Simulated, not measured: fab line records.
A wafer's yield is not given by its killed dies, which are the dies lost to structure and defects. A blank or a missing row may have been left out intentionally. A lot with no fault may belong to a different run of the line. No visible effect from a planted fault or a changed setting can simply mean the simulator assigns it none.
What tool caused it? -- flow nand_harc -- 13 lots with 39 wafers sampled at 3 steps, on a route of 1159 steps

WHAT EACH GAUGE READ, for each wafer
NHARC_A_CONTACT_INSPECT_23. Usual: raw_defect_count reads 447 (standard deviation 150).
lot,measured,on,raw_defect_count,flag
L183,day 17 04:39,defect_inspect-02,716 660 577,
L186,day 17 11:50,defect_inspect-02,381 260 384,
L184,day 17 12:05,defect_inspect-01,440 350 512,
L187,day 17 14:53,defect_inspect-01,380 306 477,
L185,day 17 19:00,defect_inspect-02,554 521 642,
L191,day 19 06:28,defect_inspect-02,820 796 690,
L190,day 19 09:34,defect_inspect-01,573 478 737,
L195,day 20 00:00,defect_inspect-01,354 268 218,
L200,day 21 08:25,defect_inspect-01,462 504 478,
L204,day 21 23:32,defect_inspect-01,307 377 423,
L201,day 22 12:10,defect_inspect-01,283 378 285,
L206,day 22 16:26,defect_inspect-02,425 280 290,
L205,day 22 22:05,defect_inspect-01,435 431 420,

WHICH TOOL RAN EACH LOT (tool, then ch and the chambers of the sampled wafers, then the start)
lot,NHARC_A_CONTACT_ETCH_31,NHARC_A_CONTACT_ALD_18
L183,"rie_diel-06 ch 2,3, day 16 20:40 or earlier","ald_metal-03 ch 0,3, day 16 20:40"
L186,"rie_diel-13 ch 1,2,3, day 17 10:20 or earlier","ald_metal-04 ch 0,3, day 17 10:20"
L184,"rie_diel-06 ch 1,2,3, day 17 10:36 or earlier","ald_metal-03 ch 1,2,3, day 17 10:36"
L187,"rie_diel-05 ch 0,2,3, day 17 13:24 or earlier","ald_metal-04 ch 0,2, day 17 13:24"
L185,"rie_diel-06 ch 2,3, day 17 15:17 or earlier","ald_metal-04 ch 0,3, day 17 15:17"
L191,"rie_diel-06 ch 1,2,3, day 19 04:53 or earlier","ald_metal-02 ch 0,3, day 19 04:53"
L190,"rie_diel-06 ch 0,1,2, day 19 08:07 or earlier","ald_metal-03 ch 1,2,3, day 19 08:07"
L195,"rie_diel-13 ch 0,3, day 19 18:34 or earlier","ald_metal-03 ch 0,3, day 19 18:34"
L200,"rie_diel-13 ch 0,1, day 21 05:52 or earlier","ald_metal-04 ch 0,2, day 21 05:52"
L204,"rie_diel-06 ch 2,3, day 21 17:40 or earlier","ald_metal-03 ch 0,1,2, day 21 17:40"
L201,"rie_diel-05 ch 2,3, day 22 10:37 or earlier","ald_metal-03 ch 2,3, day 22 10:37"
L206,"rie_diel-06 ch 0,1,2, day 22 14:59 or earlier","ald_metal-04 ch 1,2,3, day 22 14:59"
L205,"rie_diel-06 ch 1,2,3, day 22 19:16 or earlier","ald_metal-03 ch 1,2,3, day 22 19:16"
- NHARC_A_CONTACT_ETCH_31: etches the open film in O2/COS, target depth 2000 nm, time 520 s.
- NHARC_A_CONTACT_ALD_18: deposits TiN, target thk 3 nm, pulse time 1 s, ald cycles 150.

WHAT THE TOOLS THEMSELVES READ (means of the sampled wafers that have a number; where no wafer has one, the mark that the record gives instead)
NHARC_A_CONTACT_ETCH_31. Usual: for chamber_pressure_mTorr, 20.001 mTorr with a standard deviation of 0.017; for cos_flow_sccm, 20.01 sccm with a standard deviation of 0.056; for drypump_motor_current_A, 5.7 A with a standard deviation of 0.56; for oes_product_au, 0.998 a.u. with a standard deviation of 0.0078; for rf_vpp_V, 314.5 V with a standard deviation of 2.1; for showerhead_plenum_p_Torr, 3.14 Torr with a standard deviation of 0.13; for throttle_valve_pct, 28.330 % with a standard deviation of 0.0085.
lot,tool,chamber_pressure_mTorr (mTorr),cos_flow_sccm (sccm),drypump_motor_current_A (A),oes_product_au (a.u.),rf_vpp_V (V),showerhead_plenum_p_Torr (Torr),throttle_valve_pct (%),flag
L183,rie_diel-06,20.015,20.05,5.5,0.999,315.8,3.26,28.332,
L186,rie_diel-13,20.026,20.05,6.2,0.995,314.0,3.12,28.330,
L184,rie_diel-06,20.012,20.00,5.7,0.996,314.9,3.14,28.326,
L187,rie_diel-05,19.995,19.98,6.0,1.003,315.5,3.18,28.334,
L185,rie_diel-06,19.995,19.98,6.1,0.993,316.0,3.26,28.326,
L191,rie_diel-06,19.983,20.02,5.7,0.994,314.4,3.14,28.335,
L190,rie_diel-06,19.997,19.99,5.3,1.001,313.5,3.08,28.327,
L195,rie_diel-13,20.003,19.97,6.0,0.998,315.6,3.29,28.327,
L200,rie_diel-13,20.022,20.01,6.0,0.983,315.9,3.23,28.335,
L204,rie_diel-06,20.008,19.99,6.1,1.005,317.4,3.25,28.324,
L201,rie_diel-05,19.980,20.04,6.0,0.991,314.6,3.10,28.325,
L206,rie_diel-06,20.005,19.99,5.2,1.003,313.8,3.07,28.328,
L205,rie_diel-06,19.988,20.00,5.7,0.995,314.2,3.13,28.328,

NHARC_A_CONTACT_ALD_18. Usual: heater_power_w 1079 W, standard deviation 110; precursor_pulse_height_rel 0.997, standard deviation 0.019.
lot,tool,heater_power_w (W),precursor_pulse_height_rel,flag
L183,ald_metal-03,1067,0.990,
L186,ald_metal-04,1195,1.009,
L184,ald_metal-03,993,0.983,
L187,ald_metal-04,1062,0.988,
L185,ald_metal-04,1148,0.991,
L191,ald_metal-02,1175,1.009,
L190,ald_metal-03,990,0.979,
L195,ald_metal-03,1108,1.016,
L200,ald_metal-04,990,0.996,
L204,ald_metal-03,977,1.020,
L201,ald_metal-03,1043,1.000,
L206,ald_metal-04,1130,0.976,
L205,ald_metal-03,1010,0.990,

THE ANSWER, worked out from the rows above alone
Rule: a lot counts as off when the mean over its wafers that have a number is more than 3 standard deviations away from the usual mean. Also off: a lot with no number at a reading for which 4 or more lots have one. All remaining lots with rows at the step are treated as sound. The gauges are gone through in route order, then the tools' own readings, and for those a lot's mean is taken as printed above. The first step at which some lot is off is used, and at that step the reading that is off furthest; a lot without a number counts as furthest.
No lot is off at any reading shown: from this, nothing can be told.

WHAT THE SIMULATOR HAD INSERTED
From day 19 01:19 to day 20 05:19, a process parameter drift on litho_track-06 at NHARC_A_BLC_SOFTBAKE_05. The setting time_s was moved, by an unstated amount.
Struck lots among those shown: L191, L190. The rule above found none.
